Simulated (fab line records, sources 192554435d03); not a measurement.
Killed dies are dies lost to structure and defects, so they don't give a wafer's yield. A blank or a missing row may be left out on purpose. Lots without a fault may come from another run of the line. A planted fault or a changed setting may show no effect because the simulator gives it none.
fab line records | flow n5_finfet
record lots=7 wafers=18 last_day=18
route steps=1938 shown BEOL_M7@1312 PASSIVATION@1936
lots that met no fault: from a run of the same line without faults
start_h: hours from the record's first day to the start of the lot's first wafer shown | wait_h: hours since the lot's step before | " the same as in the row above | L1.1+2: a row that stands for several wafers | - no value, or no start given | * or withheld: withheld | < > ~ a bound
route shown NAME@n: a module of which the file shows steps, and the number in the route of the first | usual: mean/standard deviation of fault-free wafers | same: alike in all rows | chamber/n: place in a boat | sites: the reading at each site | _std_site: their standard deviation | _edge_site: outer sites' mean less inner sites' | radius_mm: how far each site lies from the wafer's centre | mask NAME#n: copy n | behind: the tool/chamber that last shaped the wafer | hold: why the lot was held/for how many hours/how that ended | device: the transistor (n, p or np) that didn't switch | end of line: the same wafers' tests at the end of the route | a step without rows: its recipe alone | killed: dies lost to structure and defects at the first sort, not the wafer's yield | map: a wafer's dies, x killed, . not, _ none there
set.NAME: the setting as run; set.NAME@STEP: as run at that earlier step | model.NAME: the simulator's own value behind a step, which no gauge read
lots at some steps of the route; a table a step, a row a wafer
services: from which hour (start_h, from the record's first day; less than 0 if before it) a tool's chamber was out of use, for how many hours, and why
## steps
# step N5_BEOL_M7_HM_STRIP_39
# recipe chemistry=peroxide_tin_strip material=TiN target_depth_a=250 temp_c=50 time_s=158
# step N5_BEOL_M7_SRD_40
# recipe time_s=30 temp_c=23 rinse_liquid=diw dry=ipa_marangoni
# step N5_BEOL_M7_PRECLEAN_42
# recipe chemistry=residue_remover time_s=60 temp_c=40
# step N5_BEOL_M7_SRD_43
# recipe time_s=30 temp_c=23 rinse_liquid=diw dry=ipa_marangoni
# step N5_BEOL_M7_CD_MEAS_35
# recipe target_cd_nm=40 polarity=opening
# usual cd_nm=39.6/0.49
# columns lot.wafer tool chamber start_h wait_h cd_nm
L743.2 cd_sem-02 - 195.43 0.0 40.0
L743.3 " - " " 40.0
L743.5 " - " " 39.3
L754.1 cd_sem-01 - 282.56 0.0 39.8
L754.3 " - " " 40.0
L754.6 " - " " 39.5
L757.1 cd_sem-03 - 316.75 0.0 39.7
L757.3 " - " " 40.1
L757.4 " - " " 39.6
L760.4 cd_sem-02 - 318.76 0.0 40.0
L760.6 " - " " 40.6
L763.5 cd_sem-02 - 323.20 0.0 39.1
L763.6 " - " " 39.6
L759.4 cd_sem-02 - 330.22 0.0 39.5
L759.6 " - " " 39.6
L765.1 cd_sem-03 - 339.90 0.0 39.5
L765.3 " - " " 39.7
L765.5 " - " " 40.3
# step N5_BEOL_M7_CURE_75
# recipe temp_c=370 time_s=120 ambient=DMADMS/He material=SiCOH_lowk
# usual lamp_power_pct=52.32/0.052 wafer_temp_C_max=371.8/0.57
# columns lot.wafer tool chamber start_h wait_h lamp_power_pct wafer_temp_C_max
L743.2 uv_cure-01 0 195.72 0.3 52.33 372.5
L743.3 " 0 " " 52.35 371.5
L743.5 " 0 " " 52.27 371.5
L754.1 uv_cure-02 0 282.61 0.0 52.33 371.2
L754.3 " 0 " " 52.33 371.5
L754.6 " 0 " " 52.28 371.5
L757.1 uv_cure-02 2 316.82 0.1 52.22 371.5
L757.3 " 2 " " 52.25 372.5
L757.4 " 2 " " 52.31 372.9
L760.4 uv_cure-03 0 318.94 0.2 52.46 371.2
L760.6 " 0 " " 52.33 371.1
L763.5 uv_cure-02 2 323.44 0.2 52.33 371.7
L763.6 " 2 " " 52.44 372.4
L759.4 uv_cure-02 2 330.41 0.2 52.28 371.5
L759.6 " 2 " " 52.39 371.9
L765.1 uv_cure-02 1 339.95 0.0 52.36 372.0
L765.3 " 1 " " 52.28 372.0
L765.5 " 1 " " 52.47 372.2
# step N5_BEOL_M7_DEGAS_44
# recipe ambient=vacuum temp_c=250 time_s=60
# step N5_BEOL_M7_PRE_CLEAN_45
# recipe gas=H2/He time_s=30 temp_c=250
# usual heater_power_w=337/31
# columns lot.wafer tool chamber start_h wait_h heater_power_w
L743.2 pvd_sputter-03 - 196.38 0.0 344
L743.3 " - " " 363
L743.5 " - " " 291
L754.1 pvd_sputter-01 - 283.12 0.0 373
L754.3 " - " " 294
L754.6 " - " " 299
L757.1 pvd_sputter-02 - 317.28 0.0 343
L757.3 " - " " 337
L757.4 " - " " 333
L760.4 pvd_sputter-01 - 319.53 0.0 369
L760.6 " - " " 365
L763.5 pvd_sputter-01 - 323.94 0.0 290
L763.6 " - " " 386
L759.4 pvd_sputter-01 - 330.66 0.0 290
L759.6 " - " " 386
L765.1 pvd_sputter-01 - 340.31 0.0 304
L765.3 " - " " 387
L765.5 " - " " 296
# step N5_BEOL_M7_ALD_77
# recipe material=TaN target_thk_a=20 temp_c=275 ald_precursor_family=PDMAT ald_co_reactant=NH3 pressure_torr=3 carrier_flow_sccm=1500 pulse_time_s=2 purge_time_s=3 co_reactant_purge_time_s=2 co_reactant_pulse_time_s=3 ald_cycles=40 precursor_vessel_temp_c=75 precursor_vessel_pressure_torr=26.25 precursor_vessel_carrier_sccm=1000
# step N5_BEOL_M7_SURFACE_TREAT_79
# recipe gas=Ar time_s=* ion_energy_ev=* ion_current_ma_cm2=0.5 pressure_mtorr=* ar_flow_sccm=30
# usual throttle_valve_pct=*
# columns lot.wafer tool chamber start_h wait_h throttle_valve_pct
L743.2 pvd_sputter-01 - 196.76 0.2 *
L743.3 " - " " *
L743.5 " - " " *
L754.1 pvd_sputter-01 - 283.88 0.6 *
L754.3 " - " " *
L754.6 " - " " *
L757.1 pvd_sputter-03 - 317.81 0.2 *
L757.3 " - " " *
L757.4 " - " " *
L760.4 pvd_sputter-01 - 320.21 0.3 *
L760.6 " - " " *
L763.5 pvd_sputter-03 - 325.12 0.9 *
L763.6 " - " " *
L759.4 pvd_sputter-03 - 331.06 0.2 *
L759.6 " - " " *
L765.1 pvd_sputter-01 - 340.79 0.3 *
L765.3 " - " " *
L765.5 " - " " *
# step N5_BEOL_M7_CVD_78
# recipe material=Co target_thk_a=20 temp_c=withheld precursor=CCTBA/H2 pressure_torr=30 time_s=142.3
# step N5_BEOL_M7_SPUTTER_48
# recipe material=Cu target_thk_a=100 temp_c=-20 bias_v=60 power_w=26000 chamber_pressure_pa=0.13 time_s=1.667
# usual substrate_temp_c=-20.00/0.12 throttle_valve_pct=30.2/1
# columns lot.wafer tool chamber start_h wait_h substrate_temp_c throttle_valve_pct
L743.2 pvd_sputter-03 - 196.94 0.1 -19.89 30.4
L743.3 " - " " -19.76 31.4
L743.5 " - " " -20.17 28.9
L754.1 pvd_sputter-01 - 284.08 0.1 -19.92 32.0
L754.3 " - " " -19.90 30.2
L754.6 " - " " -20.00 31.9
L757.1 pvd_sputter-02 - 319.30 1.4 -20.04 29.8
L757.3 " - " " -20.05 28.4
L757.4 " - " " -20.00 31.6
L760.4 pvd_sputter-02 - 320.40 0.0 -20.17 32.0
L760.6 " - " " -19.97 29.7
L763.5 pvd_sputter-03 - 325.38 0.1 -19.86 31.7
L763.6 " - " " -19.77 30.2
L759.4 pvd_sputter-02 - 331.26 0.0 -20.01 30.2
L759.6 " - " " -20.29 29.4
L765.1 pvd_sputter-01 - 341.03 0.1 -19.87 29.8
L765.3 " - " " -20.06 29.9
L765.5 " - " " -19.92 31.8
# step N5_BEOL_M7_ECD_50
# recipe material=Cu target_thk_a=3000
# columns lot.wafer tool chamber start_h wait_h model.Cu_of_BEOL_M7_ECD_50.thk_nm
L743.2 ecd_cu-02 1 197.06 0.1 302.8
L743.3 " 0 " " 303.4
L743.5 " 1 " " 298
L754.1 ecd_cu-02 0 284.20 0.1 299
L754.3 " 1 " " 298.2
L754.6 " 0 " " 296.8
L757.1 ecd_cu-01 1 319.42 0.1 301.2
L757.3 " 1 " " 300.8
L757.4 " 0 " " 298.2
L760.4 ecd_cu-02 0 320.54 0.1 299
L760.6 " 1 " " 162.6
L763.5 ecd_cu-02 0 325.50 0.1 162.4
L763.6 " 1 " " 161
L759.4 ecd_cu-02 0 331.40 0.1 301
L759.6 " 0 " " 160
L765.1 ecd_cu-01 0 341.15 0.1 300.6
L765.3 " 1 " " 300.2
L765.5 " 1 " " 298.4
# step N5_BEOL_M7_ANNEAL_51
# recipe temp_c=225 time_s=90 ambient=N2
# usual wafer_temp_C_max=225.86/0.24
# columns lot.wafer tool chamber start_h wait_h wafer_temp_C_max
L743.2 rtp_anneal-02 0 197.35 0.3 225.67
L743.3 " 0 " " 225.90
L743.5 " 0 " " 226.26
L754.1 rtp_anneal-01 0 284.72 0.5 225.14
L754.3 " 0 " " 225.41
L754.6 " 0 " " 225.37
L757.1 rtp_anneal-01 0 319.61 0.2 226.31
L757.3 " 0 " " 225.73
L757.4 " 0 " " 225.79
L760.4 rtp_anneal-01 0 320.79 0.2 226.07
L760.6 " 0 " " 225.90
L763.5 rtp_anneal-02 0 325.93 0.4 226.39
L763.6 " 0 " " 225.94
L759.4 rtp_anneal-02 0 334.42 3.0 225.75
L759.6 " 0 " " 225.85
L765.1 rtp_anneal-01 0 341.25 0.1 225.67
L765.3 " 0 " " 226.06
L765.5 " 0 " " 226.12
# step N5_BEOL_M7_CMP_52
# recipe stop_on=SiCOH_lowk t_overpolish_s=6.9 down_force_psi=1 platen_rpm=50 clearing_platen_down_force_psi=1.5 clearing_platen_rpm=50 post_cmp_clean=cu_alkaline target_thk_nm=80 clearing_platen_pad_velocity_m_s=0.99484 pad_velocity_m_s=0.99484
# usual motor_current_A=5.8/0.77 time_to_endpoint_s=63/3
# columns lot.wafer tool chamber start_h wait_h motor_current_A time_to_endpoint_s
L743.2 cmp-02 1 197.64 0.2 5.7 64
L743.3 " 2 " " 4.7 67
L743.5 " 0 " " 6.4 66
L754.3 cmp-03 3 285.07 0.2 6.4 58
L754.1 " 0 " " 4.9 61
L754.6 " 2 " " 5.4 61
L757.3 cmp-02 0 319.90 0.2 6.0 63
L757.4 " 2 " " 4.7 64
L757.1 " 3 " " 5.0 64
L760.4 cmp-01 0 321.07 0.2 7.4 56
L760.6 " 2 " " 6.2 36
L763.5 cmp-01 0 326.20 0.2 7.7 31
L763.6 " 1 " " 6.0 34
L759.4 cmp-03 0 334.71 0.2 5.1 61
L759.6 " 2 " " 5.3 31
L765.3 cmp-03 0 341.54 0.2 4.9 59
L765.1 " 3 " " 6.4 56
L765.5 " 0 " " 4.8 58
# step N5_BEOL_M7_THK_MEAS_53
# recipe thk_meas_gauge=xrf reads=Cu_of_BEOL_M7_ECD_50
# usual M7_THK=79.3/2.1
# columns lot.wafer tool chamber start_h wait_h M7_THK[nm]
L743.2 film_metro-02 - 197.90 - 79.6
L743.3 " - " " 82.4
L743.5 " - " " 82.5
L754.1 film_metro-02 - 285.33 - 78.4
L754.3 " - " " 80.4
L754.6 " - " " 76.6
L757.1 film_metro-01 - 320.20 - 80.0
L757.3 " - " " 81.4
L757.4 " - " " 79.4
L760.4 film_metro-01 - 321.25 - 76.3
L760.6 " - " " 78.4
L763.5 film_metro-02 - 326.35 - 78.8
L763.6 " - " " 80.8
L759.4 film_metro-02 - 334.89 - 78.7
L759.6 " - " " 78.4
L765.1 film_metro-01 - 341.84 - 77.8
L765.3 " - " " 81.8
L765.5 " - " " 80.8
# step N5_PASSIVATION_PROBE_49
# usual defect_limited_yield=91.4/1.5 killed_at_M0_to_M3=33/11 killed_at_M4_up=14/5.3 killed_at_contacts=13/6.2 killed_at_front_end=39/13 killed_at_other=3.1/2.8 killed_dies=102/17 killed_open=68/13 killed_short=32/7.8 sort_bin_5_function=5.1/0.95 sort_bin_6_memory=3.2/0.7 sort_n_pass=1078/18 sort_yield_pct=91.3/1.5
# same gross_dies=1180 killed_at_back_side=0 sort_bin_4_leakage[%]=0 sort_bin_8_speed[%]=0
# columns lot.wafer tool chamber start_h wait_h defect_limited_yield[%] killed_at_M0_to_M3 killed_at_M4_up killed_at_contacts killed_at_front_end killed_at_other killed_dies killed_open killed_short sort_bin_5_function[%] sort_bin_6_memory[%] sort_n_pass sort_yield_pct[%]
L763.6 prober-01 - 404.75 0.3 95.0 20 10 12 16 1 59 35 24 2.6 2.3 1121 95.0
# killed by level:class
L763.6 MOL_CONTACT_COAG:geometric_particle:open=10 BEOL_M0_SAQP:geometric_particle:open=8 BEOL_M0_SAQP:geometric_particle:short=7 BEOL_M2:geometric_particle:short=4 BEOL_M6:geometric_particle:open=4 FIN_SAQP:geometric_particle:short=3 FIN_SAQP:geometric_particle:open=3 STARTING-WAFER:geometric_particle:short=3
## services
# columns tool chamber start_h hours kind
cmp-01 - 173.90 7.2 repair
cmp-03 - 184.75 1.7 repair
cmp-01 - 187.32 1.9 repair
cmp-03 - 191.84 4.0 pm
pvd_sputter-02 - 197.53 7.5 repair
cmp-02 - 203.16 2.4 repair
cmp-03 - 205.24 4.4 pm
uv_cure-01 - 211.12 6.1 repair
cmp-01 - 213.33 1.3 repair
uv_cure-02 - 225.19 7.1 pm
cmp-02 - 226.00 6.5 pm
ecd_cu-01 - 228.40 8.6 pm
cmp-01 - 243.11 5.2 pm
uv_cure-03 - 259.13 9.8 repair
cmp-02 - 270.49 3.3 repair
cmp-02 - 281.52 4.0 pm
cmp-02 - 285.52 - consumable_replace:conditioner
cmp-02 - 285.52 - consumable_replace:pad
uv_cure-01 - 296.42 5.3 repair
cmp-01 - 305.18 1.3 repair
uv_cure-02 - 307.08 2.8 pm
rtp_anneal-01 - 323.25 10.9 pm
ecd_cu-02 - 328.44 2.3 repair
uv_cure-01 - 338.91 1.0 pm
## key
first_sign step=N5_BEOL_M7_CMP_52 reading=time_to_endpoint_s direction=down sigmas=9.8 usual=* struck=*
effect none on later readings
model_effect step=N5_BEOL_M7_ECD_50 value=Cu_of_BEOL_M7_ECD_50.thk_nm without=298.9 struck=161.5
met_at N5_BEOL_M7_ECD_50
struck_wafers L759.6,L760.6,L763.5,L763.6
onset_between 284.20 320.54
fault kind=process_parameter_drift tool=ecd_cu-02 chamber=- onset_h=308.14 steps=N5_BEOL_M7_ECD_50 channel=target_thk_a offset=* shape=step end_h=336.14 scope=struck_wafers_only acts_in=* stated=*
